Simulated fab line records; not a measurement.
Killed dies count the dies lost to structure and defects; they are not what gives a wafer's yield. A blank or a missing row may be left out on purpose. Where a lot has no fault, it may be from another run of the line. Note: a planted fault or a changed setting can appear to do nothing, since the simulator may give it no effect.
The same fault as seen by 2 desks / flow n5 finfet / only its own numbers are on each desk; what lay behind them is given at the end

## AT THE TOOL OWNER'S DESK: lpcvd-01
The tool's own readings at N5_DUMMY_GATE_CVD_03 (deposits a-Si from SiH4, target thk 150 nm, time 8042 s): means of the sampled wafers that have a number, for each lot that ran on this tool. Any lot whose mean is over 4 standard deviations away from the usual mean is out of limits and marked OUT; that distance is given in the brackets.
Columns: A = susceptor temp C at N5_DUMMY_GATE_CVD_03, usual 529.99 C; B = zone power centre pct at N5_DUMMY_GATE_CVD_03, usual 7.6 %
lot=L277; first seen here=day 4 22:25; A=530.15; B=7.2
lot=L278; first seen here=day 5 04:17; A=530.21; B=7.1
lot=L279; first seen here=day 5 11:19; A=529.65; B=7.1
lot=L282; first seen here=day 6 00:34; A=530.12; B=7.2
lot=L284; first seen here=day 6 12:14; A=530.06; B=7.2
lot=L288; first seen here=day 7 14:16; A=530.01; B=7.5
This desk's finding: nothing out of limits on any of the 6 lots.

## FROM THE METROLOGY DESK
Means of the sampled wafers that have a number, per lot and without regard to the tool the lot ran on: this is what the gauges read. Any lot whose mean is over 4 standard deviations away from the usual mean is out of limits and marked OUT; that distance is given in the brackets.
Columns: A = thk nm at N5_STI_FIN_REVEAL_THK_MEAS_05, usual 131.7 nm; B = cd nm at N5_STI_FIN_REVEAL_CD_MEAS_22, usual 6.26 nm; C = thk nm at N5_DUMMY_GATE_THK_MEAS_05, usual 72.1 nm; D = SDB_THK at N5_SDB_THK_MEAS_31, usual 64.3 nm
lot=L269; first seen here=day 2 16:07; A=131.8; B=6.28; C=72.1; D=64.3
lot=L275; first seen here=day 4 02:48; A=130.9; B=6.13; C=72.0; D=64.1
lot=L277; first seen here=day 4 17:37; A=131.6; B=6.10; C=70.5; D=62.8
lot=L278; first seen here=day 5 00:13; A=130.9; B=6.01; C=71.5; D=63.7
lot=L279; first seen here=day 5 07:27; A=131.0; B=6.04; C=71.0; D=63.2
lot=L281; first seen here=day 5 16:17; A=132.4; B=6.22; C=72.2; D=64.5
lot=L282; first seen here=day 5 20:31; A=131.8; B=6.35; C=48.4 (-20) OUT; D=40.6 (-20) OUT
lot=L284; first seen here=day 6 08:41; A=130.5; B=6.23; C=46.9 (-21) OUT; D=39.1 (-21) OUT
lot=L288; first seen here=day 7 09:55; A=131.6; B=6.10; C=73.1; D=65.3
lot=L291; first seen here=day 8 04:43; A=131.3; B=6.69; C=73.6; D=65.9
This desk's finding: out of limits on L282, L284; first on L282, day 6 04:33 (thk nm at N5_DUMMY_GATE_THK_MEAS_05). In limits: L269, L275, L277, L278, L279, L281, L288, L291.

## ALL TOGETHER
On L282, L284, the metrology desk was in a position to raise an alarm at day 6 04:33.
The desk of the tool owner found nothing out of limits.
On record at the tool owner's desk: L282, L284, within its limits.
Of the lots named, all ran N5_DUMMY_GATE_CVD_03 on lpcvd-01.

## WHAT HAD BEEN PUT IN BY THE SIMULATOR
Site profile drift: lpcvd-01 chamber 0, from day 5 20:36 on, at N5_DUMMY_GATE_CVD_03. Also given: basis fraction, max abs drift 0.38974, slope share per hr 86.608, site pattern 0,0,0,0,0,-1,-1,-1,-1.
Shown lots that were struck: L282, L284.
Delay in hours, fault start to first out-of-limits reading, per desk: metrology desk 8.
